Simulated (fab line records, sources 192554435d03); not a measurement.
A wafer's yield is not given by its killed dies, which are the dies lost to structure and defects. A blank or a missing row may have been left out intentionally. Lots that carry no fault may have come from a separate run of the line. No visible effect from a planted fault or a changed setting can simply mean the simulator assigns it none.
Chamber matching | flow n5-finfet | N5_BEOL_M6_ETCH_72 on rie-diel-01 has 4 sister chambers
The step etches underlayer in N2/H2, target depth 6.5 nm, time 5.2 s. 16 wafers are shown with their chamber, then 8 later ones without.

WAFERS WITH THEIR CHAMBER
wafer  | chamber | showerhead-plenum-p-Torr (Torr) | drypump-motor-current-A (A) | throttle-valve-pct (%)
L076.2 | 2       | 2.54                            | 5.1                         | 18.36
L076.3 | 3       | 2.41                            | 5.0                         | 17.79
L076.6 | 1       | 2.68                            | 5.9                         | 17.80
L083.2 | 2       | 2.53                            | 5.1                         | 18.36
L083.5 | 1       | 2.68                            | 5.9                         | 17.83
L083.6 | 2       | 2.53                            | 5.2                         | 18.39
L081.2 | 3       | 2.40                            | 5.0                         | 17.79
L081.3 | 2       | 2.53                            | 5.1                         | 18.38
L081.4 | 0       | 2.58                            | 6.3                         | 17.46
L080.1 | 3       | 2.40                            | 5.0                         | 17.82
L080.3 | 1       | 2.68                            | 5.9                         | 17.84
L080.6 | 3       | 2.40                            | 5.0                         | 17.83
L084.1 | 2       | 2.53                            | 5.2                         | 18.41
L084.4 | 1       | 2.68                            | 5.8                         | 17.85
L084.6 | 2       | 2.53                            | 5.1                         | 18.38
L093.3 | 3       | 2.39                            | 5.0                         | 17.86

SIGNATURES (averages over the wafers above)
reading                  | chamber 0 | chamber 1 | chamber 2 | chamber 3 | scatter within a chamber
showerhead-plenum-p-Torr | 2.5800    | 2.6800    | 2.5317    | 2.4000    | 0.00486
drypump-motor-current-A  | 6.300     | 5.875     | 5.133     | 5.000     | 0.0417
throttle-valve-pct       | 17.4600   | 17.8300   | 18.3800   | 17.8180   | 0.0236
Rule: for a wafer and a chamber, the distance is found by dividing, reading by reading, the gap between the wafer's reading and the chamber's mean by the reading's scatter, squaring, summing and taking the root. If the next closest chamber is less than 2 further off than the closest, the wafer can't be placed; otherwise it belongs to the closest. The scatter: take each reading less its chamber's mean, square it, sum over the shown wafers, divide by the number of wafers less the number of chambers, and take the root.

WAFERS WITHOUT THEIR CHAMBER
wafer  | showerhead-plenum-p-Torr (Torr) | drypump-motor-current-A (A) | throttle-valve-pct (%)
L093.4 | 2.67                            | 5.8                         | 17.89
L093.6 | 2.39                            | 5.1                         | 17.81
L094.1 | 2.66                            | 5.8                         | 17.87
L094.2 | 2.57                            | 6.2                         | 17.53
L094.3 | 2.52                            | 5.1                         | 17.96
L094.4 | 2.39                            | 5.0                         | 17.86
L094.5 | 2.66                            | 5.8                         | 17.88
L094.6 | 2.57                            | 6.2                         | 17.53

WHICH CHAMBER EACH WENT THROUGH
wafer  | from the rows above | in truth
L093.4 | 1                   | 1
L093.6 | 3                   | 3
L094.1 | 1                   | 1
L094.2 | 0                   | 0
L094.3 | 2                   | 2
L094.4 | 3                   | 3
L094.5 | 1                   | 1
L094.6 | 0                   | 0
8 of 8 placed correctly. Left unplaced by these rows: 0. Wrongly placed: 0.
